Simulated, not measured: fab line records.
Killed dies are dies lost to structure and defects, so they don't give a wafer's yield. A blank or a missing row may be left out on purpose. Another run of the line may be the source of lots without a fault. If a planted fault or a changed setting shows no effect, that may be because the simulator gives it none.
Chamber matching / flow nand-harc / 3 sister chambers for NHARC_A_ONON_D2_DEP_33 on pecvd-04
The step deposits SiO2, target thk 200 nm. 3 wafers are shown with their chamber, then 8 later ones without.

WAFERS PAIRED WITH THEIR CHAMBERS
wafer=L338.4; chamber=2; throttle-valve-pct (%)=15.1
wafer=L338.5; chamber=1; throttle-valve-pct (%)=15.7
wafer=L340.2; chamber=0; throttle-valve-pct (%)=16.4

WAFERS WITH NO CHAMBER GIVEN
wafer=L340.3; throttle-valve-pct (%)=15.3
wafer=L340.6; throttle-valve-pct (%)=16.5
wafer=L343.3; throttle-valve-pct (%)=15.2
wafer=L343.5; throttle-valve-pct (%)=16.6
wafer=L343.6; throttle-valve-pct (%)=15.5
wafer=L341.1; throttle-valve-pct (%)=15.7
wafer=L341.3; throttle-valve-pct (%)=16.5
wafer=L341.4; throttle-valve-pct (%)=16.7

WHICH CHAMBER EACH WENT THROUGH
wafer=L340.3; from the rows above=can't be placed: 2 or 1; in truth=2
wafer=L340.6; from the rows above=0; in truth=0
wafer=L343.3; from the rows above=2; in truth=2
wafer=L343.5; from the rows above=0; in truth=0
wafer=L343.6; from the rows above=can't be placed: 1 or 2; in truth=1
wafer=L341.1; from the rows above=1; in truth=1
wafer=L341.3; from the rows above=0; in truth=0
wafer=L341.4; from the rows above=0; in truth=0
6 of 8 placed correctly. These rows do not allow placing 2 (true chamber among the candidates in 2). Number placed wrongly: 0.
How it was worked out, from the rows above alone: a wafer's distance from a chamber is the root of the sum, over the readings, of the square of ((its reading less the chamber's mean) divided by the reading's scatter). If the next closest chamber is less than 2 further off than the closest, the wafer can't be placed; otherwise it belongs to the closest. The mean given for a chamber averages the wafers shown for that chamber. The scatter (one wafer shown for each chamber): square how far every hidden wafer sits from the nearest shown wafer, average those squares and take the square root.
